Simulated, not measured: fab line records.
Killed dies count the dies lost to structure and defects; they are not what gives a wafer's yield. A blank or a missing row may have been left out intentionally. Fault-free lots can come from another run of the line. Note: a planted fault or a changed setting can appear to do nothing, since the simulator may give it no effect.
fab line records    flow n5_finfet
record: lots: 5  wafers: 13  last_day: 17
route steps=1938 shown HKMG_FIN@461 GATE_CUT@465 MOL_CONTACT_COAG@560 BEOL_M4@1111 PASSIVATION@1936
lots that met no fault: taken from a fault-free run of the same line
start_h: the number of hours between the record's first day and the start of the first shown wafer of the lot    wait_h: time in hours since the lot's previous step    " repeats the value in the row above    L1.1+2: a row that stands for several wafers    - no value, or no start given    * or withheld: withheld    < > ~ a bound
route shown NAME@n: NAME is a module with steps in the file, n the number in the route of the first one    usual: mean/standard deviation taken from wafers without a fault    same: alike in all rows    chamber/n: place in a boat    sites: each site's reading    _std_site: their standard deviation    _edge_site: outer sites' mean less inner sites'    radius_mm: for every site, how far away it sits from the centre of the wafer    mask NAME#n: copy n    behind: the most recent tool/chamber to have shaped the wafer    hold: why the lot was held/for how many hours/how that ended    device: the transistor (n, p or np) that didn't switch    end of line: the tests these same wafers got at the end of their route    a step with no rows: only its recipe    killed: the dies lost at the first sort to structure and to defects; this is not the yield of the wafer    map: shows each die of a wafer: x if killed, . if not, _ if none is there
set.NAME: the setting as run; set.NAME@STEP: as run at that earlier step    model.NAME: the simulator's own value behind a step, which no gauge read
lots at some steps of the route; a table a step, a row a wafer
services: from which hour (start_h, from the record's first day; less than 0 if before it) a tool's chamber was out of use, for how many hours, and why
== steps ==
step: N5_HKMG_FIN_CMP_23
recipe: stop_on: SiNx  t_overpolish_s: 10  post_cmp_clean: rinse_only  down_force_psi: 4  platen_rpm: 50.289  pad_velocity_m_s: 1.0006  target_thk_nm: 46.326
step: N5_HKMG_FIN_CMP_94
recipe: stop_on: SiNx  post_cmp_clean: w_dilute_nh4oh  t_overpolish_s: 4.7  down_force_psi: 4  platen_rpm: 50.289  pad_velocity_m_s: 1.0006  target_thk_nm: 43.299
step: N5_GATE_CUT_ETCHBACK_00
recipe: chemistry: SF6/Cl2  target: W  pressure_mtorr: 8  icp_w: 900  bias_w: 80  SF6_flow_sccm: 40  Cl2_flow_sccm: 60
step: N5_GATE_CUT_ETCH_56
recipe: chemistry: Cl2/Ar  target: TiN  target_depth_a: 216  pressure_mtorr: 10  icp_w: 600  bias_w: 60  Cl2_flow_sccm: 40  Ar_flow_sccm: 60
step: N5_GATE_CUT_ETCHBACK_30
recipe: chemistry: Cl2/Ar  target: TiN  target_depth_a: 30  mode: isotropic  pressure_mtorr: 10  icp_w: 600  bias_w: 60  Cl2_flow_sccm: 40  Ar_flow_sccm: 60
step: N5_GATE_CUT_VAPOR_ETCH_60
recipe: chemistry: BCl3/Cl2  target: HfO2  mode: isotropic
step: N5_GATE_CUT_ETCH_58
recipe: chemistry: CH3F/O2  target: SiNx  target_depth_a: 170  time_s: 128.6  ion_energy_ev: 50  pressure_mtorr: 30  source_w: 415  bias_w: 21  Ar_flow_sccm: 150  CH3F_flow_sccm: 30  O2_flow_sccm: 20
step: N5_GATE_CUT_STRIP_59
recipe: chemistry: N2/H2  time_s: 20  power_w: 100  temp_c: 40  pressure_mtorr: 100  rf_frequency_hz: 6e+07  bias_power_w: 3  n2_flow_sccm: 300  h2_flow_sccm: 300
step: N5_GATE_CUT_PRECLEAN_31
recipe: temp_c: 23  chemistry: DIW  time_s: 300
step: N5_GATE_CUT_SRD_32
recipe: time_s: 30  temp_c: 23  rinse_liquid: diw  dry: ipa_marangoni
step: N5_GATE_CUT_SAC_CAP_01
recipe: material: SiNx  target_thk_a: 240  temp_c: 400  ald_precursor_family: SiH2I2  ald_co_reactant: N2/H2-plasma  pulse_time_s: 1  ald_cycles: 480  purge_time_s: 2  co_reactant_purge_time_s: 2  pressure_torr: 2
usual: ald_cycles: 480/0  heater_power_w: 798/87  precursor_pulse_height_rel: 1.000/0.019
same: co_reactant_purge_time_s: 2
lot.wafer  tool        chamber  start_h  wait_h  ald_cycles  heater_power_w  precursor_pulse_height_rel  model.SiNx_of_GATE_CUT_SAC_CAP_01.thk_nm
L907.1     ald_sin-04  0        153.63   0.0     480         757             1.008                       24.2
L907.2     "           1        "        "       480         908             0.989                       24
L907.4     "           1        154.71   1.1     480         914             1.008                       24
L910.5     ald_sin-04  3        174.01   1.1     850         661             1.024                       42.6
L910.6     "           0        "        "       850         752             1.007                       42.6
L911.4     ald_sin-04  3        175.88   0.0     480         676             1.001                       24
L911.5     "           0        176.96   1.1     850         752             0.986                       42.4
L911.6     "           1        "        "       850         910             1.014                       42.4
L912.3     ald_sin-04  1        182.57   0.0     480         910             1.032                       24
L912.5     "           1        183.65   1.1     850         903             0.994                       42.6
L917.1     ald_sin-03  0        212.56   0.0     480         756             1.020                       24.2
L917.4     "           2        "        "       480         738             0.993                       24
L917.6     "           0        213.64   1.1     480         748             1.025                       24.2
step: N5_GATE_CUT_PECVD_57
recipe: material: SiNx  target_thk_a: 210  temp_c: 400  precursor: SiH4/NH3/N2  pressure_torr: 1.5  rf_w: 300
step: N5_GATE_CUT_CMP_02
recipe: stop_on: SiO2  t_overpolish_s: 12.7  post_cmp_clean: alkaline_brush  down_force_psi: 2.5  platen_rpm: 51.8  pad_velocity_m_s: 1.0307  target_thk_nm: 0
step: N5_GATE_CUT_HM_DEP_46
recipe: material: SiO2  target_thk_a: 1300  temp_c: 400  precursor: TEOS/O2  pressure_torr: 6.5  rf_w: 900  teos_flow_sccm: 161.4  gas: O2  flow_sccm: 2650  time_s: 26.6
step: N5_GATE_CUT_COAT_34
recipe: resist: SOC  temp_c: 250  time_s: 60  spin_rpm: 1500  resist_thk_nm: 60
step: N5_GATE_CUT_COAT_35
recipe: resist: SiARC  temp_c: 220  time_s: 60  spin_rpm: 1500  resist_thk_nm: 10
step: N5_GATE_CUT_COAT_27
recipe: resist: underlayer  temp_c: 205  time_s: 60  spin_rpm: 1500  resist_thk_nm: 10
step: N5_GATE_CUT_COAT_07
recipe: resist: CAR-EUV  spin_rpm: 1500  resist_thk_nm: 30
step: N5_GATE_CUT_EBR_09
recipe: solvent: PGMEA  ebr_width_mm: 1.5
step: N5_GATE_CUT_SOFTBAKE_08
recipe: temp_c: 110  time_s: 60  resist: CAR-EUV
step: N5_GATE_CUT_EXPOSE_10
recipe: mask_id: GATE_CUT  na: 0.33  source_shape: annular  sigma_inner: 0.35  sigma_outer: 0.8  polarization: unpolarized  target_cd_nm: 20  dose_mj: 43.25
step: N5_GATE_CUT_PEB_11
recipe: peb_temp_c: 100  peb_time_s: 60  resist: CAR-EUV
step: N5_GATE_CUT_DEVELOP_12
recipe: develop_time_s: 30  developer: TMAH  resist: CAR-EUV  rinse_liquid: surfactant_rinse  dry: air_spin  dev_temp_c: 23
step: N5_GATE_CUT_DESCUM_18
recipe: chemistry: O2  time_s: 7  source_power_w: 50  bias_power_w: 20  pressure_mtorr: 20  rf_frequency_hz: 2.712e+07  temp_c: 40  resist: CAR-EUV  o2_flow_sccm: 225
step: N5_GATE_CUT_ETCH_28
recipe: chemistry: N2/H2  target: underlayer  target_depth_a: 130  mask_material: CAR-EUV  time_s: 10.4  ion_energy_ev: 200  pressure_mtorr: 30  source_w: 840  bias_w: 150  n2_flow_sccm: 200  h2_flow_sccm: 200  ends: cleared
step: N5_GATE_CUT_ETCH_36
recipe: chemistry: CF4  target: SiARC  target_depth_a: 130  mask_material: CAR-EUV  time_s: 21.7  ion_energy_ev: 80  pressure_mtorr: 40  source_w: 545  bias_w: 36  Ar_flow_sccm: 100  cf4_flow_sccm: 100  ends: cleared
step: N5_GATE_CUT_ETCH_37
recipe: chemistry: N2/H2  target: SOC  target_depth_a: 600  overetch_a: 120  mask_material: SiARC  temp_c: 40  time_s: 90  ion_energy_ev: 200  pressure_mtorr: 30  source_w: 840  bias_w: 150  n2_flow_sccm: 200  h2_flow_sccm: 200
step: N5_GATE_CUT_STRIP_38
recipe: chemistry: N2/H2  temp_c: 40  n2_flow_sccm: 200  h2_flow_sccm: 200  rf_frequency_hz: 6e+07
step: N5_GATE_CUT_STRIP_39
recipe: chemistry: N2/H2  temp_c: 40  n2_flow_sccm: 200  h2_flow_sccm: 200  rf_frequency_hz: 6e+07
step: N5_GATE_CUT_HM_OPEN_40
recipe: chemistry: C4F6/O2  target: SiO2  mask_material: SiARC  target_depth_a: 1390  time_s: 85.1  ion_energy_ev: 250  pressure_mtorr: 30  source_w: 345  bias_w: 185  Ar_flow_sccm: 300  C4F6_flow_sccm: 10  O2_flow_sccm: 10  ends: cleared
step: N5_GATE_CUT_STRIP_41
recipe: chemistry: CF4  resist: SiARC  power_w: 300  bias_power_w: 75  pressure_mtorr: 50  cf4_flow_sccm: 150  rf_frequency_hz: 6e+07
step: N5_GATE_CUT_STRIP_42
recipe: chemistry: O2  power_w: 400  temp_c: 40  pressure_mtorr: 30  rf_frequency_hz: 6e+07  bias_power_w: 0  overash_fraction: 0.3  o2_flow_sccm: 225
step: N5_GATE_CUT_ETCH_19
recipe: chemistry: CH3F/O2  target: SiNx  mask_material: SiO2  target_depth_a: 537  time_s: 76.7  pressure_mtorr: 30  source_w: 395  bias_w: 73  Ar_flow_sccm: 150  CH3F_flow_sccm: 30  O2_flow_sccm: 20  ion_energy_ev: 120  ends: cleared
usual: drypump_motor_current_A: 5.8/0.65  etch_rf_on_time_s: 77.4/1.6  oes_product_au: 0.65/0.068  rf_vpp_V: 297/5.4  showerhead_plenum_p_Torr: 2.01/0.061  throttle_valve_pct: 16.4/0.33
lot.wafer  tool         chamber  start_h  wait_h  drypump_motor_current_A  etch_rf_on_time_s  oes_product_au  rf_hours_counter_h  rf_vpp_V  showerhead_plenum_p_Torr  throttle_valve_pct
L907.1     rie_diel-04  2        157.12   0.0     5.2                      78.1               0.64            141                 299       2.00                      16.0
L907.2     "            3        "        "       6.2                      76.7               0.62            197                 296       1.99                      16.3
L907.4     "            0        "        "       5.9                      77.3               0.65            124                 286       1.84                      16.3
L910.5     rie_diel-02  3        176.44   0.0     6.6                      70.5               0.74            -                   302       1.96                      16.0
L910.6     "            2        "        "       4.6                      70.1               0.84            -                   298       2.07                      16.2
L911.4     rie_diel-02  3        179.34   0.0     6.6                      75.7               0.74            48                  300       1.96                      15.9
L911.5     "            1        "        "       6.6                      72.3               0.59            -                   300       2.05                      16.5
L911.6     "            0        "        "       5.8                      73.8               0.59            -                   287       2.06                      16.9
L912.3     rie_diel-02  0        187.16   0.0     5.7                      80.1               0.59            223                 287       2.06                      16.9
L912.5     "            1        "        "       6.6                      72.1               0.59            -                   302       2.05                      16.5
L917.1     rie_diel-02  0        216.04   0.0     5.8                      81.9               0.58            233                 288       2.06                      16.9
L917.4     "            2        "        "       4.7                      75.4               0.79            12                  297       2.06                      16.3
L917.6     "            2        "        "       4.6                      75.8               0.79            -                   299       2.06                      16.2
step: N5_GATE_CUT_CUT_ETCH_53
recipe: chemistry: SF6/Cl2  target: W  mask_material: SiO2  target_depth_a: 792  pressure_mtorr: 8  icp_w: 900  bias_w: 80  SF6_flow_sccm: 40  Cl2_flow_sccm: 60  ends: cleared
step: N5_GATE_CUT_CUT_ETCH_54
recipe: chemistry: Cl2/BCl3  target: TiN  mask_material: SiO2  target_depth_a: 967  pressure_mtorr: 10  icp_w: 1000  bias_w: 126  Cl2_flow_sccm: 53.25  bcl3_flow_sccm: 21.75  Ar_flow_sccm: 25  ends: cleared
step: N5_GATE_CUT_CUT_ETCH_55
recipe: chemistry: BCl3  target: HfO2  mask_material: SiO2  target_depth_a: 32  ion_energy_ev: 30  pressure_mtorr: 5  icp_w: 450  bias_w: 18  bcl3_flow_sccm: 80
step: N5_MOL_CONTACT_COAG_CMP_28
recipe: stop_on: SiNx  t_overpolish_s: 0.85  post_cmp_clean: alkaline_brush  down_force_psi: 4.15  platen_rpm: 51.8  pad_velocity_m_s: 1.0307  target_thk_nm: 14.522
usual: motor_current_A: 12.4/1.4  time_to_endpoint_s: 4.0/2.6
lot.wafer  tool    chamber  start_h  wait_h  motor_current_A  time_to_endpoint_s  model.SiNx_of_GATE_CUT_SAC_CAP_01.thk_nm
L907.2     cmp-01  0        173.27   0.8     11.2             2.5                 17.8
L907.4     "       2        "        "       12.9             1.1                 18
L907.1     "       3        "        "       13.6             3.4                 18.2
L910.5     cmp-01  0        193.23   0.2     10.2             5.5                 31.8
L910.6     "       1        "        "       12.9             4.2                 31.8
L911.4     cmp-04  2        193.53   0.9     13.0             1.1                 18
L911.5     "       3        "        "       14.4             0.3                 31.8
L911.6     "       0        "        "       13.5             1.0                 31.8
L912.3     cmp-02  1        198.70   0.9     10.3             5.5                 17.8
L912.5     "       0        "        "       11.2             0.0                 31.8
L917.4     cmp-01  1        228.47   0.9     13.9             5.0                 18
L917.1     "       2        "        "       12.9             2.5                 18
L917.6     "       3        "        "       14.3             4.7                 18
step: N5_MOL_CONTACT_COAG_THK_MEAS_29
recipe: reads: SiNx_of_GATE_CUT_PECVD_57+SiNx_of_GATE_CUT_SAC_CAP_01
usual: MD_CAP_THK: 17.96/0.093
lot.wafer  tool           chamber  start_h  wait_h  MD_CAP_THK[nm]
L907.1     film_metro-01  -        173.56   -       18.08
L907.2     "              -        "        "       17.89
L907.4     "              -        "        "       17.97
L910.5     film_metro-02  -        193.38   -       31.77
L910.6     "              -        "        "       31.77
L911.4     film_metro-01  -        193.72   -       17.97
L911.5     "              -        "        "       31.71
L911.6     "              -        "        "       31.67
L912.3     film_metro-02  -        198.92   -       17.93
L912.5     "              -        "        "       31.80
L917.1     film_metro-01  -        228.69   -       18.03
L917.4     "              -        "        "       17.95
L917.6     "              -        "        "       18.00
step: N5_MOL_CONTACT_COAG_ETCH_47
recipe: chemistry: CH3F/O2  target: SiNx  target_depth_a: 270  mask_material: SiO2  stop_on: W  over_etch_frac: 0.2  ion_energy_ev: 120  endpoint: OES-CN  pressure_mtorr: 30  source_w: 395  bias_w: 73  Ar_flow_sccm: 150  CH3F_flow_sccm: 30  O2_flow_sccm: 20  ends: end_point
usual: drypump_motor_current_A: 5.7/0.64  etch_rf_on_time_s: 31.5/0.65  oes_product_au: 0.69/0.07  rf_vpp_V: 295/5.1  showerhead_plenum_p_Torr: 1.96/0.061  throttle_valve_pct: 16.29/0.21
lot.wafer  tool         chamber  start_h  wait_h  drypump_motor_current_A  etch_rf_on_time_s  oes_product_au  rf_hours_counter_h  rf_vpp_V  showerhead_plenum_p_Torr  throttle_valve_pct  model.etch.t_clear_s  model.MOL_CONTACT_COAG.feature_depth_nm  model.etch.depth_nm
L907.1     rie_diel-06  0        175.14   0.0     6.4                      32.3               0.65            160                 288       1.92                      16.52               26.94                 18.6                                     18.1
L907.2     "            2        "        "       5.3                      31.4               0.75            63                  302       1.94                      15.99               26.21                 18.4                                     17.9
L907.4     "            3        "        "       4.8                      31.4               0.68            -                   291       1.93                      16.27               26.13                 18.6                                     17.96
L910.5     rie_diel-05  0        195.13   0.0     5.3                      50.8               0.63            -                   303       2.04                      16.40               48.48                 32.6                                     31.75
L910.6     "            3        "        "       6.7                      50.8               0.68            -                   289       1.89                      16.55               47.13                 32.8                                     31.85
L911.4     rie_diel-06  1        195.76   0.0     5.8                      31.5               0.86            2                   293       2.04                      15.92               26.27                 18.6                                     17.95
L911.5     "            2        "        "       5.3                      50.8               0.78            -                   301       1.93                      16.02               46.21                 32.6                                     31.72
L911.6     "            3        "        "       4.8                      50.8               0.71            -                   290       1.92                      16.28               45.32                 32.6                                     31.71
L912.3     rie_diel-06  2        200.61   0.0     5.3                      31.5               0.74            74                  301       1.93                      16.00               26.21                 18.4                                     17.89
L912.5     "            2        "        "       5.3                      50.8               0.78            -                   301       1.93                      16.02               46.15                 32.6                                     31.76
L917.1     rie_diel-06  1        230.41   0.0     5.8                      31.9               0.84            5                   297       2.04                      15.94               26.6                  18.6                                     18.01
L917.4     "            3        "        "       4.8                      31.7               0.66            -                   290       1.92                      16.28               26.38                 18.6                                     17.99
L917.6     "            1        "        "       5.8                      31.7               0.85            -                   295       2.04                      15.94               26.39                 18.6                                     18.03
step: N5_MOL_CONTACT_COAG_CMP_52
recipe: stop_on: SiO2  t_overpolish_s: 1.5  post_cmp_clean: w_dilute_nh4oh  down_force_psi: 4  platen_rpm: 50.289  pad_velocity_m_s: 1.0006  target_thk_nm: 66.5
usual: motor_current_A: 12.2/1.4  overpolish_run_s: 1.501/0.0088  time_to_endpoint_s: 12.5/2.8
lot.wafer  tool    chamber  start_h  wait_h  motor_current_A  overpolish_run_s  time_to_endpoint_s  model.SiO2_of_MOL_CONTACT_COAG_PECVD_31.thk_nm
L907.2     cmp-04  2        177.33   0.0     12.7             1.508             11.7                43
L907.4     "       3        "        "       13.9             1.502             13.9                43.4
L907.1     "       0        "        "       13.4             1.490             12.1                44
L910.6     cmp-04  0        197.33   0.2     13.6             1.506             14.0                43.6
L910.5     "       1        "        "       10.6             1.490             9.7                 44
L911.4     cmp-01  2        198.04   0.0     12.2             1.520             10.1                44.2
L911.5     "       2        "        "       12.8             1.493             11.5                43.4
L911.6     "       3        "        "       14.4             1.526             16.0                43
L912.3     cmp-02  0        202.55   0.0     10.8             1.490             13.0                44
L912.5     "       0        "        "       11.3             1.481             15.2                43.4
L917.4     cmp-01  3        234.38   0.0     14.5             1.518             15.1                44.2
L917.1     "       2        "        "       12.5             1.505             8.8                 43.4
L917.6     "       0        "        "       9.8              1.503             14.1                44.4
step: N5_BEOL_M4_RC_MEAS_101
usual: DIBL_N: 36.5/2  DIBL_P: 36.5/2.3  IOFF_N: 0.16/0.036  IOFF_P: 0.21/0.037  ION_N: 672/12  ION_P: 459/7.1  SS_N: 71.6/0.73  SS_P: 73.4/0.76  VT_N: 250/3.3  VT_P: -250.5/2.9
lot.wafer  tool       chamber  start_h  wait_h  DIBL_N[mV/V]  DIBL_P[mV/V]  IOFF_N[nA/um]  IOFF_P[nA/um]  ION_N[uA/um]  ION_P[uA/um]  SS_N[mV/dec]  SS_P[mV/dec]  VT_N[mV]  VT_P[mV]
L907.1     prober-01  0        257.15   0.0     37.4          36.3          0.18           0.24           684           461           72.3          74.2          246       -249.3
L907.2     "          0        "        "       38.4          36.6          0.20           0.25           697           465           72.4          73.6          245       -247.6
L907.4     "          0        "        "       38.3          37.6          0.20           0.28           693           470           72.4          74.3          246       -246.7
L911.4     prober-02  0        263.16   0.5     38.0          36.4          0.15           0.22           680           462           71.2          72.7          253       -250.4
L911.5     "          0        "        "       39.0          36.9          0.18           0.22           651           445           72.9          73.1          252       -249.4
L911.6     "          0        "        "       37.3          35.8          0.14           0.21           660           457           71.6          72.7          251       -249.5
L910.5     prober-01  0        263.90   0.6     35.8          37.3          0.15           0.18           661           446           71.5          72.8          252       -254.1
L910.6     "          0        "        "       32.5          34.1          0.11           0.15           664           455           70.5          72.5          251       -255.7
L912.3     prober-01  0        280.48   0.3     34.5          32.5          0.12           0.16           665           454           71.2          72.4          255       -256.7
L912.5     "          0        "        "       35.0          33.4          0.13           0.17           671           459           70.8          72.3          249       -251.9
L917.1     prober-01  0        309.25   0.0     37.3          40.0          0.21           0.28           689           471           71.6          74.9          245       -244.4
L917.4     "          0        "        "       38.8          39.3          0.26           0.27           668           460           73.0          74.5          246       -246.3
L917.6     "          0        "        "       36.9          38.2          0.20           0.26           683           466           71.9          73.5          247       -247.0
step: N5_PASSIVATION_PROBE_49
usual: defect_limited_yield: 91.4/1.4  killed_at_M0_to_M3: 33/11  killed_at_M4_up: 13/5.3  killed_at_contacts: 13/6.1  killed_at_front_end: 40/11  killed_at_other: 2.9/2.7  killed_dies: 102/17  killed_on_rim: 14/4.2  killed_open: 68/13  killed_short: 32/7.5  sort_bin_5_function: 5.1/0.98  sort_bin_6_memory: 3.2/0.69  sort_bin_8_speed: 0.1/1.1  sort_n_pass: 1077/21  sort_yield_pct: 91.3/1.7
same: gross_dies: 1180  killed_at_back_side: 0  sort_bin_4_leakage[%]: 0
lot.wafer  tool       chamber  start_h  wait_h  defect_limited_yield[%]  killed_at_M0_to_M3  killed_at_M4_up  killed_at_contacts  killed_at_front_end  killed_at_other  killed_dies  killed_on_rim  killed_open  killed_short  sort_bin_5_function[%]  sort_bin_6_memory[%]  sort_bin_8_speed[%]  sort_n_pass  sort_yield_pct[%]
L907.1     prober-02  -        372.33   0.0     91.3                     30                  15               19                  36                   3                103          15             69           34            5.0                     3.5                   0                    1077         91.3
L907.2     prober-02  -        372.38   0.1     91.4                     34                  15               5                   45                   2                101          9              69           29            4.8                     3.5                   0                    1079         91.4
L907.4     prober-02  -        372.48   0.2     90.8                     42                  14               4                   40                   9                109          19             77           30            5.9                     2.9                   0                    1071         90.8
L911.4     prober-02  -        383.46   0.2     90.9                     53                  10               12                  31                   1                107          14             78           29            5.2                     3.7                   0                    1073         90.9
L911.5     prober-02  -        383.51   0.2     90.4                     34                  26               10                  43                   0                113          20             82           30            6.2                     3.2                   0.1                  1066         90.3
L911.6     prober-02  -        383.56   0.3     93.0                     34                  7                16                  26                   0                83           7              58           23            3.5                     3.2                   0                    1097         93.0
L910.5     prober-02  -        392.02   0.2     86.9                     55                  17               25                  46                   12               155          15             87           51            7.6                     4.8                   0                    1025         86.9
L910.6     prober-02  -        392.07   0.3     89.3                     53                  12               14                  39                   8                126          19             75           47            6.6                     3.6                   0                    1054         89.3
L912.3     prober-01  -        399.68   0.1     88.0                     37                  28               9                   66                   2                142          14             94           46            6.5                     5.3                   0                    1038         88.0
L912.5     prober-01  -        399.78   0.2     92.8                     27                  10               16                  26                   6                85           13             56           27            4.7                     2.2                   0                    1095         92.8
L917.1     prober-02  -        419.58   0.0     91.0                     13                  24               9                   51                   9                106          18             76           29            5.6                     3.1                   0                    1074         91.0
L917.4     prober-02  -        419.73   0.2     91.1                     24                  21               11                  43                   6                105          18             62           40            4.7                     3.6                   0                    1075         91.1
L917.6     prober-02  -        419.83   0.3     90.9                     29                  22               9                   43                   4                107          14             76           29            5.8                     3.1                   0                    1073         90.9
killed by level:class
L907.1 MOL_CONTACT_COAG:geometric_particle:open=15 BEOL_M3:geometric_particle:open=11 STI_FIN_REVEAL:geometric_particle:open=10 FIN_SAQP:geometric_particle:short=7 BEOL_M1:geometric_particle:open=7 FIN_SAQP:geometric_particle:open=5 MOL_CONTACT_COAG:geometric_particle:short=4 BEOL_M0_SAQP:geometric_particle:short=4
L907.2 FIN_SAQP:geometric_particle:open=14 BEOL_M3:geometric_particle:open=8 FIN_SAQP:geometric_particle:short=7 STI_FIN_REVEAL:geometric_particle:open=7 BEOL_M0_SAQP:geometric_particle:short=7 BEOL_M0_SAQP:geometric_particle:open=6 BEOL_M1:geometric_particle:open=6 MOL_CONTACT_COAG:geometric_particle:open=4
L907.4 BEOL_M3:geometric_particle:open=15 STI_FIN_REVEAL:geometric_particle:open=10 FIN_SAQP:geometric_particle:open=8 BEOL_M2:geometric_particle:open=8 BEOL_M0_SAQP:geometric_particle:short=7 BEOL_M0_SAQP:geometric_particle:open=6 BEOL_M4:geometric_particle:open=5 STARTING-WAFER:geometric_particle:open=5
L911.4 BEOL_M3:geometric_particle:open=12 MOL_CONTACT_COAG:geometric_particle:open=11 BEOL_M0_SAQP:geometric_particle:open=11 FIN_SAQP:geometric_particle:open=10 FIN_SAQP:geometric_particle:short=9 BEOL_M0:geometric_particle:open=9 BEOL_M1:geometric_particle:open=8 BEOL_M0_SAQP:geometric_particle:short=7
L911.5 STI_FIN_REVEAL:geometric_particle:open=15 BEOL_M4:geometric_particle:open=15 FIN_SAQP:geometric_particle:open=8 BEOL_M1:geometric_particle:open=8 BEOL_M3:geometric_particle:open=8 BEOL_M0_SAQP:geometric_particle:short=7 MOL_CONTACT_COAG:geometric_particle:open=6 FIN_SAQP:geometric_particle:short=5
L911.6 STI_FIN_REVEAL:geometric_particle:open=9 BEOL_M1:geometric_particle:open=8 MOL_CONTACT_COAG:geometric_particle:open=8 BEOL_M0:geometric_particle:open=8 MOL_CONTACT_COAG:geometric_particle:short=6 BEOL_M2:geometric_particle:open=5 FIN_SAQP:geometric_particle:open=4 FIN_SAQP:geometric_particle:short=4
L910.5 MOL_CONTACT_COAG:area_etch=16 BEOL_M0_SAQP:geometric_particle:short=13 BEOL_M1:geometric_particle:open=13 BEOL_M3:geometric_particle:open=9 MOL_CONTACT_COAG:geometric_particle:open=8 BEOL_M0_SAQP:geometric_particle:open=8 FIN_SAQP:geometric_particle:short=7 STARTING-WAFER:geometric_particle:open=7
L910.6 BEOL_M3:geometric_particle:open=14 STI_FIN_REVEAL:geometric_particle:open=12 BEOL_M0_SAQP:geometric_particle:open=12 BEOL_M0_SAQP:geometric_particle:short=10 MOL_CONTACT_COAG:geometric_particle:open=7 FIN_SAQP:geometric_particle:open=6 FIN_SAQP:geometric_particle:short=6 GATE_CUT:geometric_particle:short=6
L912.3 STI_FIN_REVEAL:geometric_particle:open=16 BEOL_M4:geometric_particle:open=14 FIN_SAQP:geometric_particle:short=13 FIN_SAQP:geometric_particle:open=12 BEOL_M0_SAQP:geometric_particle:open=10 GATE_CUT:geometric_particle:short=8 MOL_CONTACT_COAG:geometric_particle:open=8 BEOL_M0_SAQP:geometric_particle:short=7
L912.5 MOL_CONTACT_COAG:geometric_particle:open=11 BEOL_M0_SAQP:geometric_particle:open=8 BEOL_M4:geometric_particle:open=7 MOL_CONTACT_COAG:geometric_particle:short=5 STI_FIN_REVEAL:geometric_particle:open=4 STARTING-WAFER:geometric_particle:open=4 PASS1_CAP:geometric_particle:short=4 DUMMY_GATE:geometric_particle:open=3
L917.1 STI_FIN_REVEAL:geometric_particle:open=15 BEOL_M4:geometric_particle:open=14 FIN_SAQP:geometric_particle:open=13 FIN_SAQP:geometric_particle:short=10 MOL_CONTACT_COAG:geometric_particle:open=7 STARTING-WAFER:geometric_particle:open=5 BEOL_M0:geometric_particle:open=4 BEOL_M3:geometric_particle:open=4
L917.4 FIN_SAQP:geometric_particle:open=10 FIN_SAQP:geometric_particle:short=10 GATE_CUT:geometric_particle:short=8 BEOL_M0_SAQP:geometric_particle:open=7 MOL_CONTACT_COAG:geometric_particle:short=6 BEOL_M0:geometric_particle:open=6 BEOL_M4:geometric_particle:open=6 MOL_CONTACT_COAG:geometric_particle:open=5
L917.6 FIN_SAQP:geometric_particle:open=12 FIN_SAQP:geometric_particle:short=10 BEOL_M4:geometric_particle:open=10 MOL_CONTACT_COAG:geometric_particle:open=8 BEOL_M1:geometric_particle:open=7 BEOL_M0:geometric_particle:open=6 GATE_CUT:geometric_particle:short=5 STI_FIN_REVEAL:geometric_particle:open=5
== services ==
tool         chamber  start_h  hours  kind
ald_sin-04   3        132.14   3.9    repair
rie_diel-02  2        139.95   -      clean
rie_diel-02  2        139.95   -      consumable_replace:focus_ring
rie_diel-02  2        139.95   34.7   scheduled_down
rie_diel-02  2        139.95   34.7   vent_cycle
rie_diel-05  0        156.68   4.6    repair
cmp-02       -        158.53   3.9    repair
rie_diel-06  1        173.05   -      clean
rie_diel-06  1        173.05   -      consumable_replace:focus_ring
rie_diel-06  1        173.05   16.4   scheduled_down
rie_diel-06  1        173.05   16.4   vent_cycle
rie_diel-06  0        176.57   2.9    repair
ald_sin-03   -        177.13   14.0   pm
ald_sin-04   2        177.27   15.7   repair
cmp-04       -        182.02   4.5    repair
rie_diel-06  1        199.25   14.5   repair
rie_diel-06  -        209.18   0.3    repair
rie_diel-04  1        209.51   16.5   repair
rie_diel-06  -        210.01   4.8    repair
rie_diel-06  1        216.20   8.8    repair
rie_diel-06  2        216.94   4.0    repair
rie_diel-06  0        227.20   14.4   repair
ald_sin-04   -        229.30   6.1    pm
cmp-04       -        234.55   4.6    pm
== key ==
first_sign: step: N5_GATE_CUT_SAC_CAP_01  reading: ald_cycles  direction: up  sigmas: 99+  usual: *  struck: *
effect: step: N5_GATE_CUT_ETCH_19  reading: etch_rf_on_time_s  direction: down  sigmas: 3.6  usual: *  struck: *
effect: step: N5_MOL_CONTACT_COAG_THK_MEAS_29  reading: MD_CAP_THK  direction: up  sigmas: 99+  usual: 17.96  struck: 31.74
effect: step: N5_MOL_CONTACT_COAG_ETCH_47  reading: etch_rf_on_time_s  direction: up  sigmas: 30  usual: *  struck: *
model_effect: step: N5_GATE_CUT_SAC_CAP_01  value: SiNx_of_GATE_CUT_SAC_CAP_01.thk_nm  without: 24.04  struck: 42.52
model_effect: step: N5_MOL_CONTACT_COAG_CMP_28  value: SiNx_of_GATE_CUT_SAC_CAP_01.thk_nm  without: 17.96  struck: 31.8
model_effect: step: N5_MOL_CONTACT_COAG_ETCH_47  value: etch.t_clear_s  without: 26.37  struck: 46.66
model_effect: step: N5_MOL_CONTACT_COAG_CMP_52  value: SiO2_of_MOL_CONTACT_COAG_PECVD_31.thk_nm  without: 44.56  struck: 43.48
met_at N5_GATE_CUT_SAC_CAP_01
struck_wafers L910.5,L910.6,L911.5,L911.6,L912.5
fault: kind: process_parameter_drift  tool: ald_sin-04  chamber: -  onset_h: 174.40  steps: N5_GATE_CUT_SAC_CAP_01  channel: ald_cycles  offset: *  shape: step  end_h: 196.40  scope: struck_wafers_only  acts_in: *  stated: *
